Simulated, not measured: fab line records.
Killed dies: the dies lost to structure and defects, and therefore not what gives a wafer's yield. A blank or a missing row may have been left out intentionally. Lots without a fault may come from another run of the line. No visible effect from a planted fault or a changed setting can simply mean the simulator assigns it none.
fab line records	flow n5_finfet
[record] lots = 24	wafers = 72	last_day = 20
route steps=1938 shown BEOL_M5@1152 BEOL_M6@1194
lots that met no fault: from a run of the same line without faults
start_h: the number of hours between the record's first day and the start of the first shown wafer of the lot	wait_h: how many hours have passed since the lot's step before this one	" as in the row above	L1.1+2: a row that stands for several wafers	- no value, or no start given	* or withheld: withheld	< > ~ a bound
route shown NAME@n: names a module that has steps shown in the file, with the first one's number in the route	usual: mean/standard deviation of fault-free wafers	same: alike in all rows	chamber/n: place in a boat	sites: readings site by site	_std_site: standard deviation across them	_edge_site: outer sites' mean less inner sites'	radius_mm: how far each site lies from the wafer's centre	mask NAME#n: copy n	behind: tool/chamber where the wafer was last shaped	hold: what put the lot on hold/how long, in hours/how the hold closed	device: the n, p or np transistor that did not switch	end of line: tests of these same wafers at the route's end	where a step has no rows: the recipe by itself	killed: dies that structure and defects cost at the first sort, which is not the same as the wafer's yield	map: dies across one wafer; x = killed, . = not, _ = none there
set.NAME: the setting that was run; set.NAME@STEP: the one run at that earlier step	model.NAME: the simulator's own value behind a step, which no gauge read
the route's steps for a sample of lots (tables are steps, rows are wafers)
services: the hour from which a tool's chamber was out of use, counted from the record's first day as start_h (under 0 if before that day), plus the number of hours and why
[[steps]]
[step N5_BEOL_M5_ETCH_75]
[recipe] chemistry = N2/H2	target = underlayer	target_depth_a = 65	mask_material = CAR-EUV	time_s = 5.2	ion_energy_ev = 200	pressure_mtorr = 30	source_w = 840	bias_w = 150	n2_flow_sccm = 200	h2_flow_sccm = 200	ends = cleared
[usual] drypump_motor_current_A = 5.7/0.51	etch_rf_on_time_s = 5.22/0.077	oes_product_au = 0.67/0.062	rf_vpp_V = 523.6/2.4	showerhead_plenum_p_Torr = 2.53/0.081	throttle_valve_pct = 17.72/0.17
lot.wafer	tool	chamber	start_h	wait_h	drypump_motor_current_A	etch_rf_on_time_s	oes_product_au	rf_hours_counter_h	rf_vpp_V	showerhead_plenum_p_Torr	throttle_valve_pct
L074.1	rie_diel-06	3	199.27	0.0	5.9	5.23	0.68	108	521.9	2.46	17.95
L074.4	"	1	"	"	5.2	5.11	0.70	95	520.7	2.46	17.76
L074.6	"	3	"	"	5.9	5.22	0.68	-	524.0	2.46	17.97
L076.2	rie_diel-05	2	200.97	0.0	5.3	5.24	0.77	35	522.1	2.49	17.68
L076.3	"	0	"	"	5.1	5.28	0.64	165	524.7	2.65	17.69
L076.5	"	0	"	"	5.0	5.25	0.65	-	527.1	2.65	17.65
L075.1	rie_diel-02	3	211.50	0.0	4.7	5.08	0.71	71	521.6	2.47	17.56
L075.4	"	1	"	"	6.4	5.13	0.73	41	527.2	2.70	17.81
L075.5	"	1	"	"	6.4	5.12	0.74	-	529.2	2.70	17.81
L079.4	rie_diel-02	2	228.77	0.0	6.1	5.06	0.69	80	523.8	2.57	17.86
L079.5	"	0	"	"	5.7	5.24	0.68	-	524.2	2.56	17.41
L079.6	"	1	"	"	6.4	5.18	0.72	-	526.7	2.70	17.79
L077.1	rie_diel-05	2	228.95	0.0	5.3	5.27	0.75	43	521.1	2.49	17.69
L077.4	"	3	"	"	5.8	5.33	0.63	160	527.5	2.65	17.56
L077.5	"	2	"	"	5.3	5.25	0.76	-	522.0	2.49	17.70
L078.1	rie_diel-06	1	235.16	0.0	5.2	5.18	0.68	105	521.9	2.46	17.79
L078.4	"	0	"	"	6.2	5.14	0.59	-	523.2	2.52	17.86
L078.6	"	3	"	"	5.8	5.18	0.67	-	521.5	2.45	18.00
L081.1	rie_diel-05	0	235.19	0.0	5.0	5.25	0.64	175	526.6	2.65	17.69
L081.4	"	3	"	"	5.8	5.33	0.63	162	527.2	2.65	17.56
L081.5	"	2	"	"	5.3	5.21	0.75	-	521.2	2.48	17.71
L080.2	rie_diel-06	1	240.93	0.0	5.2	5.23	0.68	108	520.4	2.46	17.77
L080.3	"	3	"	"	5.9	5.27	0.66	121	520.1	2.45	18.00
L080.6	"	0	"	"	6.2	5.19	0.59	-	523.5	2.52	17.88
L083.1	rie_diel-05	3	251.87	0.0	5.8	5.37	0.62	167	525.7	2.65	17.58
L083.4	"	0	"	"	5.0	5.25	0.63	180	528.2	2.64	17.70
L083.6	"	3	"	"	5.8	5.36	0.62	-	526.4	2.65	17.56
L082.1	rie_diel-06	3	259.04	0.0	5.9	5.27	0.67	129	521.7	2.45	18.00
L082.5	"	3	"	"	5.8	5.30	0.66	-	522.9	2.45	17.96
L082.6	"	0	"	"	6.2	5.27	0.58	-	522.5	2.51	17.85
L084.2	rie_diel-06	0	267.69	0.0	6.2	5.20	0.58	253	525.1	2.51	17.89
L084.3	"	3	"	"	5.8	5.27	0.64	131	521.5	2.45	17.99
L084.5	"	3	"	"	5.8	5.31	0.65	-	519.7	2.45	17.98
L086.1	rie_diel-05	2	274.18	0.0	5.3	5.27	0.74	55	522.2	2.48	17.72
L086.4	"	3	"	"	5.8	5.32	0.62	172	524.7	2.65	17.58
L086.5	"	0	"	"	5.1	5.28	0.63	-	525.8	2.64	17.72
L085.3	rie_diel-06	1	274.33	0.0	5.2	5.22	0.67	120	522.1	2.45	17.78
L085.4	"	3	"	"	5.9	5.25	0.65	-	521.9	2.45	18.02
L085.5	"	2	"	"	6.6	5.14	0.85	-	523.3	2.49	17.65
L087.4	rie_diel-05	2	282.44	0.0	5.3	5.28	0.74	57	521.8	2.48	17.71
L087.5	"	0	"	"	5.1	5.32	0.63	-	525.1	2.64	17.71
L087.6	"	3	"	"	5.8	5.35	0.62	-	525.7	2.64	17.57
L089.3	rie_diel-02	1	282.50	0.0	6.4	5.21	0.72	61	531.0	2.69	17.84
L089.4	"	2	"	"	6.1	5.03	0.68	96	526.4	2.57	17.90
L089.6	"	3	"	"	4.7	5.12	0.68	-	521.8	2.46	17.58
L088.1	rie_diel-06	1	300.85	0.0	5.2	5.28	0.65	129	521.2	2.45	17.81
L088.4	"	2	"	"	6.6	5.20	0.81	9	521.3	2.49	17.70
L088.6	"	2	"	"	6.6	5.20	0.82	-	523.6	2.49	17.65
L090.1	rie_diel-02	3	303.93	0.0	4.7	5.14	0.68	98	524.2	2.46	17.62
L090.5	"	1	"	"	6.4	5.09	0.71	-	528.5	2.69	17.83
L090.6	"	0	"	"	5.8	5.20	0.65	-	524.1	2.55	17.45
L091.2	rie_diel-06	1	304.39	0.0	5.2	5.19	0.65	130	520.7	2.45	17.81
L091.3	"	2	"	"	6.6	5.17	0.81	10	523.8	2.49	17.69
L091.4	"	0	"	"	6.2	5.02	0.82	5	524.0	2.51	17.40
L092.2	rie_diel-06	2	310.06	0.0	6.6	5.20	0.80	12	522.6	2.49	17.68
L092.4	"	0	"	"	6.2	5.13	0.81	7	522.5	2.51	17.43
L092.5	"	2	"	"	6.6	5.18	0.79	-	520.8	2.49	17.67
L093.2	rie_diel-02	0	313.72	0.0	5.7	5.26	0.66	131	523.6	2.55	17.46
L093.3	"	2	"	"	6.1	5.03	0.66	106	523.0	2.56	17.92
L093.4	"	3	"	"	4.7	5.15	0.67	101	520.1	2.46	17.59
L094.2	rie_diel-05	3	322.82	0.0	5.8	5.25	0.62	187	524.8	2.64	17.60
L094.4	"	2	"	"	5.3	5.29	0.73	69	522.6	2.47	17.74
L094.5	"	0	"	"	5.0	5.25	0.62	-	525.1	2.64	17.73
L095.1	rie_diel-06	1	344.14	0.0	5.2	5.29	0.64	145	522.2	2.44	17.85
L095.3	"	2	"	"	6.7	5.27	0.78	25	523.4	2.48	17.68
L095.6	"	1	"	"	5.2	5.26	0.64	-	519.4	2.44	17.83
L096.2	rie_diel-05	2	350.45	0.0	5.3	5.22	0.72	77	522.8	2.47	17.74
L096.4	"	3	"	"	5.8	5.24	0.61	195	527.7	2.63	17.63
L096.6	"	3	"	"	5.8	5.26	0.61	-	525.9	2.64	17.60
L097.1	rie_diel-05	2	356.05	0.0	5.3	5.33	0.70	79	522.0	2.47	17.77
L097.2	"	0	"	"	5.0	5.32	0.62	206	525.4	2.63	17.75
L097.5	"	3	"	"	5.8	5.33	0.61	-	526.1	2.64	17.61
[step N5_BEOL_M5_STRIP_91]
[recipe] chemistry = N2/H2	time_s = 10	power_w = 450	temp_c = 40	pressure_mtorr = 20	rf_frequency_hz = 6e+07	bias_power_w = 7	n2_flow_sccm = 200	h2_flow_sccm = 200
[usual] bias_power_w = 6.999/0.021	drypump_motor_current_A = 5.7/0.51	oes_product_au = 0.79/0.074	rf_vpp_V = 59.2/0.86	showerhead_plenum_p_Torr = 2.53/0.081	throttle_valve_pct = 23.47/0.23
lot.wafer	tool	chamber	start_h	wait_h	bias_power_w	drypump_motor_current_A	oes_product_au	rf_hours_counter_h	rf_vpp_V	showerhead_plenum_p_Torr	throttle_valve_pct
L074.1	rie_diel-06	3	-	-	6.999	5.8	0.80	108	57.7	2.45	23.74
L074.4	"	1	"	"	7.002	5.2	0.82	95	57.1	2.46	23.51
L074.6	"	3	"	"	7.041	5.9	0.79	-	58.4	2.45	23.73
L076.2	rie_diel-05	2	-	-	7.019	5.3	0.90	35	60.5	2.48	23.57
L076.3	"	0	"	"	7.012	5.0	0.75	165	58.3	2.65	23.29
L076.5	"	0	"	"	7.036	5.0	0.75	-	59.2	2.65	23.29
L075.1	rie_diel-02	3	-	-	6.997	4.7	0.83	71	58.9	2.47	23.31
L075.4	"	1	"	"	7.009	6.4	0.88	42	59.5	2.69	23.75
L075.5	"	1	"	"	6.993	6.4	0.87	-	60.1	2.69	23.74
L079.4	rie_diel-02	2	-	-	6.998	6.1	0.81	80	59.4	2.57	23.65
L079.5	"	0	"	"	6.972	5.8	0.80	-	59.6	2.55	23.06
L079.6	"	1	"	"	6.994	6.4	0.86	-	58.6	2.69	23.74
L077.1	rie_diel-05	2	-	-	7.015	5.3	0.89	43	59.2	2.48	23.58
L077.4	"	3	"	"	7.006	5.8	0.74	160	60.6	2.65	23.25
L077.5	"	2	"	"	7.034	5.3	0.89	-	59.1	2.48	23.58
L078.1	rie_diel-06	1	-	-	7.007	5.2	0.80	105	59.4	2.45	23.52
L078.4	"	0	"	"	7.021	6.2	0.70	-	58.4	2.51	23.62
L078.6	"	3	"	"	6.983	5.9	0.80	-	58.5	2.45	23.75
L081.1	rie_diel-05	0	-	-	7.006	5.0	0.75	176	60.3	2.64	23.30
L081.4	"	3	"	"	6.955	5.8	0.75	162	60.1	2.65	23.22
L081.5	"	2	"	"	6.973	5.3	0.89	-	58.9	2.48	23.59
L080.2	rie_diel-06	1	-	-	6.993	5.3	0.80	108	59.5	2.45	23.53
L080.3	"	3	"	"	7.013	5.8	0.79	121	61.0	2.45	23.77
L080.6	"	0	"	"	7.026	6.2	0.69	-	58.3	2.51	23.63
L083.1	rie_diel-05	3	-	-	7.028	5.8	0.73	167	59.2	2.64	23.25
L083.4	"	0	"	"	7.020	5.0	0.75	180	59.3	2.64	23.33
L083.6	"	3	"	"	7.012	5.8	0.74	-	59.9	2.64	23.25
L082.1	rie_diel-06	3	-	-	6.974	5.8	0.78	129	59.8	2.44	23.78
L082.5	"	3	"	"	7.002	5.8	0.78	-	59.0	2.44	23.75
L082.6	"	0	"	"	7.001	6.2	0.68	-	58.5	2.51	23.64
L084.2	rie_diel-06	0	-	-	6.987	6.2	0.68	253	59.3	2.51	23.65
L084.3	"	3	"	"	6.987	5.9	0.77	131	57.9	2.44	23.78
L084.5	"	3	"	"	6.974	5.8	0.77	-	60.0	2.44	23.77
L086.1	rie_diel-05	2	-	-	6.990	5.3	0.87	55	59.3	2.48	23.60
L086.4	"	3	"	"	7.009	5.8	0.73	172	58.1	2.64	23.26
L086.5	"	0	"	"	6.990	5.0	0.73	-	59.6	2.64	23.32
L085.3	rie_diel-06	1	-	-	7.037	5.2	0.79	120	57.7	2.45	23.55
L085.4	"	3	"	"	7.017	5.8	0.77	-	59.4	2.44	23.79
L085.5	"	2	"	"	6.986	6.6	1.01	-	61.2	2.49	23.50
L087.4	rie_diel-05	2	-	-	7.003	5.3	0.86	57	58.6	2.47	23.59
L087.5	"	0	"	"	7.029	5.0	0.74	-	56.9	2.64	23.33
L087.6	"	3	"	"	6.987	5.8	0.73	-	59.3	2.64	23.25
L089.3	rie_diel-02	1	-	-	6.959	6.4	0.84	62	60.7	2.69	23.77
L089.4	"	2	"	"	7.001	6.1	0.79	96	58.5	2.56	23.66
L089.6	"	3	"	"	6.976	4.7	0.80	-	59.7	2.46	23.31
L088.1	rie_diel-06	1	-	-	7.015	5.2	0.77	129	58.9	2.44	23.56
L088.4	"	2	"	"	6.985	6.6	0.95	9	59.4	2.49	23.52
L088.6	"	2	"	"	6.995	6.6	0.95	-	58.8	2.49	23.51
L090.1	rie_diel-02	3	-	-	6.991	4.7	0.79	98	60.0	2.46	23.33
L090.5	"	1	"	"	6.992	6.4	0.83	-	59.3	2.68	23.78
L090.6	"	0	"	"	6.972	5.8	0.78	-	59.6	2.54	23.09
L091.2	rie_diel-06	1	-	-	7.007	5.2	0.77	130	58.8	2.44	23.56
L091.3	"	2	"	"	7.001	6.6	0.96	10	60.6	2.49	23.52
L091.4	"	0	"	"	7.007	6.2	0.97	5	58.7	2.50	23.30
L092.2	rie_diel-06	2	-	-	6.984	6.6	0.95	12	58.6	2.49	23.52
L092.4	"	0	"	"	6.980	6.2	0.96	7	59.6	2.50	23.29
L092.5	"	2	"	"	6.970	6.6	0.94	-	59.1	2.48	23.52
L093.2	rie_diel-02	0	-	-	6.958	5.8	0.77	131	59.1	2.54	23.09
L093.3	"	2	"	"	6.976	6.1	0.79	106	60.1	2.56	23.68
L093.4	"	3	"	"	6.994	4.7	0.79	102	58.0	2.45	23.34
L094.2	rie_diel-05	3	-	-	7.013	5.8	0.72	187	59.4	2.64	23.26
L094.4	"	2	"	"	7.012	5.3	0.84	69	59.0	2.47	23.60
L094.5	"	0	"	"	6.999	5.0	0.73	-	59.4	2.63	23.33
L095.1	rie_diel-06	1	-	-	7.004	5.2	0.77	145	57.3	2.44	23.59
L095.3	"	2	"	"	7.052	6.6	0.92	25	58.6	2.48	23.54
L095.6	"	1	"	"	7.009	5.2	0.76	-	58.4	2.44	23.58
L096.2	rie_diel-05	2	-	-	6.996	5.3	0.84	77	58.4	2.47	23.62
L096.4	"	3	"	"	6.980	5.8	0.72	195	58.9	2.63	23.27
L096.6	"	3	"	"	7.002	5.8	0.71	-	59.3	2.63	23.28
L097.1	rie_diel-05	2	-	-	6.978	5.3	0.85	79	59.1	2.47	23.62
L097.2	"	0	"	"	7.029	5.0	0.72	206	58.5	2.63	23.35
L097.5	"	3	"	"	7.018	5.8	0.71	-	59.3	2.63	23.27
[step N5_BEOL_M5_ALD_86]
[recipe] material = TaN	target_thk_a = *	temp_c = 275	ald_precursor_family = PDMAT	ald_co_reactant = NH3	pressure_torr = 3	carrier_flow_sccm = 1500	pulse_time_s = 2	purge_time_s = 3	co_reactant_purge_time_s = 2	co_reactant_pulse_time_s = 3	ald_cycles = 30	precursor_vessel_temp_c = 75	precursor_vessel_pressure_torr = 26.25	precursor_vessel_carrier_sccm = 1000
[usual] heater_power_w = 414/48
[same] purge_time_s = 3
lot.wafer	tool	chamber	start_h	wait_h	heater_power_w
L074.1	ald_metal-03	0	200.65	0.3	407
L074.4	"	3	"	"	377
L074.6	"	1	"	"	448
L076.2	ald_metal-02	2	202.20	0.1	460
L076.3	"	1	"	"	429
L076.5	"	0	"	"	492
L075.1	ald_metal-02	3	212.59	0.0	457
L075.4	"	2	"	"	479
L075.5	"	3	"	"	446
L079.4	ald_metal-03	3	230.06	0.1	379
L079.5	"	3	"	"	368
L079.6	"	0	"	"	403
L077.1	ald_metal-04	0	230.57	0.1	368
L077.4	"	2	"	"	364
L077.5	"	1	"	"	414
L078.1	ald_metal-02	0	236.19	0.0	496
L078.4	"	1	"	"	430
L078.6	"	1	"	"	417
L081.1	ald_metal-04	0	236.35	0.1	375
L081.4	"	3	"	"	450
L081.5	"	2	"	"	372
L080.2	ald_metal-02	3	242.19	0.0	461
L080.3	"	0	"	"	494
L080.6	"	1	"	"	437
L083.1	ald_metal-04	1	254.46	0.1	420
L083.4	"	0	"	"	380
L083.6	"	0	"	"	358
L082.1	ald_metal-03	0	260.42	0.2	404
L082.5	"	2	"	"	333
L082.6	"	1	"	"	453
L084.2	ald_metal-02	3	268.77	0.1	460
L084.3	"	0	"	"	485
L084.5	"	0	"	"	488
L085.3	ald_metal-02	1	275.33	0.0	437
L085.4	"	2	"	"	473
L085.5	"	0	"	"	493
L086.1	ald_metal-04	3	275.48	0.0	440
L086.4	"	0	"	"	364
L086.5	"	1	"	"	412
L087.4	ald_metal-04	3	283.65	0.2	457
L087.5	"	3	"	"	434
L087.6	"	2	"	"	363
L089.3	ald_metal-03	1	283.67	0.1	452
L089.4	"	1	"	"	447
L089.6	"	0	"	"	403
L088.1	ald_metal-03	3	302.14	0.3	364
L088.4	"	0	"	"	401
L088.6	"	0	"	"	398
L090.1	ald_metal-03	1	305.59	0.0	444
L090.5	"	0	"	"	398
L090.6	"	3	"	"	370
L091.2	ald_metal-04	2	305.73	0.1	369
L091.3	"	0	"	"	364
L091.4	"	1	"	"	406
L092.2	ald_metal-03	0	311.22	0.2	407
L092.4	"	3	"	"	375
L092.5	"	2	"	"	338
L093.2	ald_metal-04	2	315.34	0.0	354
L093.3	"	1	"	"	417
L093.4	"	3	"	"	445
L094.2	ald_metal-04	2	325.45	0.0	370
L094.4	"	1	"	"	415
L094.5	"	1	"	"	414
L095.1	ald_metal-02	0	345.26	0.1	502
L095.3	"	3	"	"	460
L095.6	"	3	"	"	464
L096.2	ald_metal-03	3	351.81	0.1	329
L096.4	"	1	"	"	439
L096.6	"	1	"	"	436
L097.1	ald_metal-03	3	357.12	0.0	329
L097.2	"	0	"	"	381
L097.5	"	3	"	"	320
[step N5_BEOL_M6_ILD_DEP_00]
[recipe] material = SiCOH_lowk	target_thk_a = 1797.5	temp_c = 300	precursor = DEMS/porogen	pressure_torr = 5	rf_w = 500	time_s = 33.4
[usual] heater_power_w = 301/28	showerhead_plenum_p_Torr = 5.733/0.013	throttle_valve_pct = 14.1/0.93
lot.wafer	tool	chamber	start_h	wait_h	heater_power_w	showerhead_plenum_p_Torr	throttle_valve_pct
L074.1	pecvd-01	0	206.80	0.0	289	5.737	14.2
L074.4	"	0	"	"	288	5.720	14.3
L074.6	"	1	"	"	344	5.744	16.1
L076.2	pecvd-01	1	217.53	0.0	341	5.726	15.7
L076.3	"	2	"	"	315	5.751	12.8
L076.5	"	0	"	"	268	5.742	13.9
L075.1	pecvd-04	1	218.57	0.0	271	5.733	13.1
L075.4	"	1	"	"	292	5.733	13.0
L075.5	"	2	"	"	350	5.722	14.5
L079.4	pecvd-01	0	236.14	0.1	296	5.741	14.1
L079.5	"	1	"	"	308	5.739	16.1
L079.6	"	2	"	"	288	5.757	13.2
L077.1	pecvd-04	0	236.93	0.0	298	5.746	14.3
L077.4	"	2	"	"	314	5.728	14.5
L077.5	"	0	"	"	308	5.765	14.1
L078.1	pecvd-01	2	242.35	0.0	284	5.744	13.2
L078.4	"	2	"	"	293	5.758	13.0
L078.6	"	1	"	"	327	5.749	16.0
L081.1	pecvd-01	0	243.22	0.0	289	5.735	13.8
L081.4	"	2	"	"	285	5.743	13.4
L081.5	"	1	"	"	330	5.724	15.8
L080.2	pecvd-03	1	248.46	0.0	265	5.713	13.3
L080.3	"	0	"	"	242	5.730	14.3
L080.6	"	1	"	"	286	5.723	13.5
L083.1	pecvd-01	0	261.30	0.0	261	5.724	14.4
L083.4	"	2	"	"	285	5.756	13.1
L083.6	"	0	"	"	276	5.727	14.1
L082.1	pecvd-03	1	271.27	0.0	323	5.729	13.4
L082.5	"	1	"	"	251	5.719	13.3
L082.6	"	2	"	"	295	5.712	13.4
L084.2	pecvd-03	2	277.68	0.0	266	5.734	13.6
L084.3	"	1	"	"	287	5.725	13.3
L084.5	"	1	"	"	283	5.730	13.2
L085.3	pecvd-01	1	286.18	0.0	320	5.722	16.2
L085.4	"	0	"	"	294	5.756	14.1
L085.5	"	1	"	"	323	5.725	15.9
L086.1	pecvd-01	2	286.32	0.0	316	5.732	13.3
L086.4	"	2	"	"	320	5.740	13.2
L086.5	"	1	"	"	265	5.737	16.0
L087.4	pecvd-04	2	292.11	0.1	349	5.738	14.3
L087.5	"	2	"	"	363	5.730	14.3
L087.6	"	1	"	"	308	5.749	12.9
L089.3	pecvd-04	2	292.60	0.1	353	5.730	14.2
L089.4	"	1	"	"	303	5.729	13.3
L089.6	"	2	"	"	354	5.729	14.4
L088.1	pecvd-01	0	308.86	0.0	288	5.724	13.9
L088.4	"	1	"	"	337	5.732	16.0
L088.6	"	2	"	"	304	5.750	13.3
L090.1	pecvd-03	1	311.89	0.0	283	5.708	13.2
L090.5	"	2	"	"	292	5.715	13.6
L090.6	"	1	"	"	285	5.727	13.4
L091.2	pecvd-01	1	312.33	0.0	311	5.739	15.9
L091.3	"	2	"	"	302	5.761	13.1
L091.4	"	1	"	"	314	5.720	15.8
L092.2	pecvd-03	0	319.02	0.0	286	5.722	14.2
L092.4	"	0	"	"	293	5.725	14.4
L092.5	"	1	"	"	309	5.722	13.3
L093.2	pecvd-03	0	321.47	0.0	293	5.738	14.6
L093.3	"	0	"	"	305	5.741	14.8
L093.4	"	1	"	"	312	5.723	13.2
L094.2	pecvd-01	1	331.57	0.0	340	5.739	15.7
L094.4	"	2	"	"	299	5.733	13.1
L094.5	"	0	"	"	274	5.726	14.2
L095.1	pecvd-03	0	352.95	0.0	307	5.742	14.3
L095.3	"	1	"	"	295	5.706	13.4
L095.6	"	1	"	"	302	5.727	13.4
L096.2	pecvd-04	1	357.98	0.0	310	5.733	13.4
L096.4	"	1	"	"	314	5.744	13.4
L096.6	"	0	"	"	275	5.741	14.0
L097.1	pecvd-03	1	363.05	0.0	325	5.737	13.4
L097.2	"	0	"	"	272	5.728	14.6
L097.5	"	0	"	"	289	5.745	14.7
[step N5_BEOL_M6_CURE_74]
[recipe] temp_c = 385	time_s = 240	ambient = He/Ar	material = SiCOH_lowk
[usual] lamp_power_pct = 52.32/0.058	wafer_temp_C_max = 386.6/0.44
lot.wafer	tool	chamber	start_h	wait_h	lamp_power_pct	wafer_temp_C_max
L074.1	uv_cure-02	1	206.87	0.0	52.39	386.6
L074.4	"	1	"	"	52.28	386.4
L074.6	"	1	"	"	52.33	386.4
L076.2	uv_cure-01	1	217.68	0.1	52.23	386.1
L076.3	"	1	"	"	52.32	386.3
L076.5	"	1	"	"	52.31	386.3
L075.1	uv_cure-03	1	218.64	0.0	52.30	386.6
L075.4	"	1	"	"	52.35	386.7
L075.5	"	1	"	"	52.27	386.5
L079.4	uv_cure-02	2	236.42	0.3	52.46	386.8
L079.5	"	2	"	"	52.35	387.1
L079.6	"	2	"	"	52.34	387.6
L077.1	uv_cure-02	1	236.99	0.0	52.33	386.3
L077.4	"	1	"	"	52.32	386.7
L077.5	"	1	"	"	52.29	387.0
L078.1	uv_cure-03	1	242.41	0.0	52.39	386.1
L078.4	"	1	"	"	52.21	386.3
L078.6	"	1	"	"	52.33	386.7
L081.1	uv_cure-01	2	243.28	0.0	52.34	386.6
L081.4	"	2	"	"	52.23	386.7
L081.5	"	2	"	"	52.28	386.9
L080.2	uv_cure-02	0	248.63	0.1	52.37	385.9
L080.3	"	0	"	"	52.28	386.8
L080.6	"	0	"	"	52.33	386.0
L083.1	uv_cure-03	2	261.36	0.0	52.41	386.5
L083.4	"	2	"	"	52.20	386.4
L083.6	"	2	"	"	52.37	386.8
L082.1	uv_cure-01	2	271.60	0.3	52.34	387.0
L082.5	"	2	"	"	52.22	387.5
L082.6	"	2	"	"	52.26	387.6
L084.2	uv_cure-01	0	277.82	0.1	52.29	386.3
L084.3	"	0	"	"	52.34	386.3
L084.5	"	0	"	"	52.24	386.7
L085.3	uv_cure-01	2	286.40	0.2	52.26	387.0
L085.4	"	2	"	"	52.35	386.9
L085.5	"	2	"	"	52.17	386.7
L086.1	uv_cure-02	1	286.70	0.4	52.29	386.8
L086.4	"	1	"	"	52.35	386.4
L086.5	"	1	"	"	52.34	386.4
L087.4	uv_cure-03	1	292.42	0.3	52.30	386.6
L087.5	"	1	"	"	52.39	386.0
L087.6	"	1	"	"	52.24	386.6
L089.3	uv_cure-03	1	292.82	0.2	52.36	386.5
L089.4	"	1	"	"	52.33	386.4
L089.6	"	1	"	"	52.34	386.6
L088.1	uv_cure-02	1	308.92	0.0	52.35	386.4
L088.4	"	1	"	"	52.25	386.4
L088.6	"	1	"	"	52.38	386.5
L090.1	uv_cure-01	1	311.96	0.0	52.22	386.8
L090.5	"	1	"	"	52.37	386.8
L090.6	"	1	"	"	52.31	386.2
L091.2	uv_cure-03	0	312.48	0.1	52.31	386.6
L091.3	"	0	"	"	52.37	386.1
L091.4	"	0	"	"	52.27	386.5
L092.2	uv_cure-03	2	319.27	0.2	52.39	387.3
L092.4	"	2	"	"	52.31	386.7
L092.5	"	2	"	"	52.26	386.9
L093.2	uv_cure-01	2	321.63	0.1	52.30	387.6
L093.3	"	2	"	"	52.40	386.9
L093.4	"	2	"	"	52.29	387.4
L094.2	uv_cure-01	1	331.71	0.1	52.25	386.5
L094.4	"	1	"	"	52.37	386.4
L094.5	"	1	"	"	52.30	386.5
L095.1	uv_cure-02	0	353.02	0.0	52.24	386.0
L095.3	"	0	"	"	52.20	386.4
L095.6	"	0	"	"	52.30	386.1
L096.2	uv_cure-03	1	358.13	0.1	52.27	386.3
L096.4	"	1	"	"	52.32	386.3
L096.6	"	1	"	"	52.27	386.8
L097.1	uv_cure-01	2	363.11	0.0	52.33	387.9
L097.2	"	2	"	"	52.32	387.3
L097.5	"	2	"	"	52.36	387.7
[step N5_BEOL_M6_OVL_MEAS_12]
[recipe] points_per_wafer = 44
[usual] M6_OVL = -0.1/0.75
lot.wafer	tool	chamber	start_h	wait_h	M6_OVL[nm]
L074.1	overlay-01	0	210.19	0.0	-1.0
L074.4	"	0	"	"	-0.8
L074.6	"	0	"	"	0.2
L076.2	overlay-01	0	218.85	0.0	-0.4
L076.3	"	0	"	"	-1.5
L076.5	"	0	"	"	-1.4
L075.1	overlay-01	0	219.70	0.0	0.8
L075.4	"	0	"	"	0.3
L075.5	"	0	"	"	1.2
L079.4	overlay-01	0	241.24	0.0	-0.2
L079.5	"	0	"	"	-0.1
L079.6	"	0	"	"	0.0
L077.1	overlay-02	0	241.44	0.0	-0.6
L077.4	"	0	"	"	-0.2
L077.5	"	0	"	"	-0.9
L078.1	overlay-01	0	244.83	0.0	0.8
L078.4	"	0	"	"	-1.3
L078.6	"	0	"	"	-0.4
L081.1	overlay-01	0	245.05	0.0	0.8
L081.4	"	0	"	"	0.8
L081.5	"	0	"	"	0.2
L080.2	overlay-02	0	250.62	0.0	0.3
L080.3	"	0	"	"	1.5
L080.6	"	0	"	"	-0.9
L083.1	overlay-01	0	265.20	0.0	-0.8
L083.4	"	0	"	"	-0.5
L083.6	"	0	"	"	-0.3
L082.1	overlay-01	0	275.05	0.0	0.4
L082.5	"	0	"	"	0.0
L082.6	"	0	"	"	-0.3
L084.2	overlay-02	0	279.94	0.0	0.5
L084.3	"	0	"	"	-0.5
L084.5	"	0	"	"	-0.2
L085.3	overlay-01	0	290.81	0.0	1.0
L085.4	"	0	"	"	0.1
L085.5	"	0	"	"	0.8
L086.1	overlay-02	0	290.97	0.0	0.1
L086.4	"	0	"	"	-1.0
L086.5	"	0	"	"	0.4
L087.4	overlay-02	0	294.88	0.0	-0.8
L087.5	"	0	"	"	-0.7
L087.6	"	0	"	"	-0.7
L089.3	overlay-02	0	295.08	0.0	0.0
L089.4	"	0	"	"	-1.1
L089.6	"	0	"	"	0.0
L088.1	overlay-02	0	311.11	0.0	-0.3
L088.4	"	0	"	"	0.0
L088.6	"	0	"	"	0.5
L090.1	overlay-02	0	314.86	0.0	-0.8
L090.5	"	0	"	"	-0.4
L090.6	"	0	"	"	-0.9
L091.2	overlay-01	0	315.09	0.0	0.3
L091.3	"	0	"	"	0.9
L091.4	"	0	"	"	0.6
L092.2	overlay-02	0	322.67	0.0	-0.4
L092.4	"	0	"	"	0.3
L092.5	"	0	"	"	0.2
L093.2	overlay-01	0	323.10	0.0	-0.8
L093.3	"	0	"	"	0.0
L093.4	"	0	"	"	-1.4
L094.2	overlay-01	0	333.50	0.0	1.1
L094.4	"	0	"	"	1.4
L094.5	"	0	"	"	0.7
L095.1	overlay-01	0	356.40	0.0	0.2
L095.3	"	0	"	"	-0.1
L095.6	"	0	"	"	0.2
L096.2	overlay-02	0	360.46	0.0	-0.4
L096.4	"	0	"	"	-1.0
L096.6	"	0	"	"	0.4
L097.1	overlay-01	0	364.85	0.0	-1.1
L097.2	"	0	"	"	-0.6
L097.5	"	0	"	"	0.4
[[services]]
tool	chamber	start_h	hours	kind
ald_metal-03	-	182.19	4.0	repair
rie_diel-02	0	191.16	13.6	repair
ald_metal-04	-	205.50	2.3	repair
uv_cure-01	-	207.39	0.5	repair
pecvd-03	2	212.06	18.9	repair
ald_metal-03	1	216.19	3.5	repair
rie_diel-05	1	268.62	5.2	repair
uv_cure-02	-	269.60	5.0	repair
pecvd-03	-	270.21	0.6	repair
ald_metal-03	2	279.44	5.9	repair
pecvd-04	0	282.82	14.2	repair
uv_cure-03	-	284.35	6.0	pm
ald_metal-04	-	289.42	2.8	pm
uv_cure-01	-	293.69	7.5	pm
rie_diel-05	0	295.90	7.5	repair
pecvd-03	0	296.00	7.2	repair
rie_diel-02	-	306.21	0.9	repair
rie_diel-05	-	311.94	4.3	pm
rie_diel-06	0	313.92	13.7	repair
pecvd-03	2	318.15	4.3	repair
ald_metal-04	2	331.61	21.0	repair
rie_diel-05	-	332.69	0.7	repair
ald_metal-03	-	337.57	14.0	pm
ald_metal-02	1	360.37	25.1	repair
[[key]]
fault none
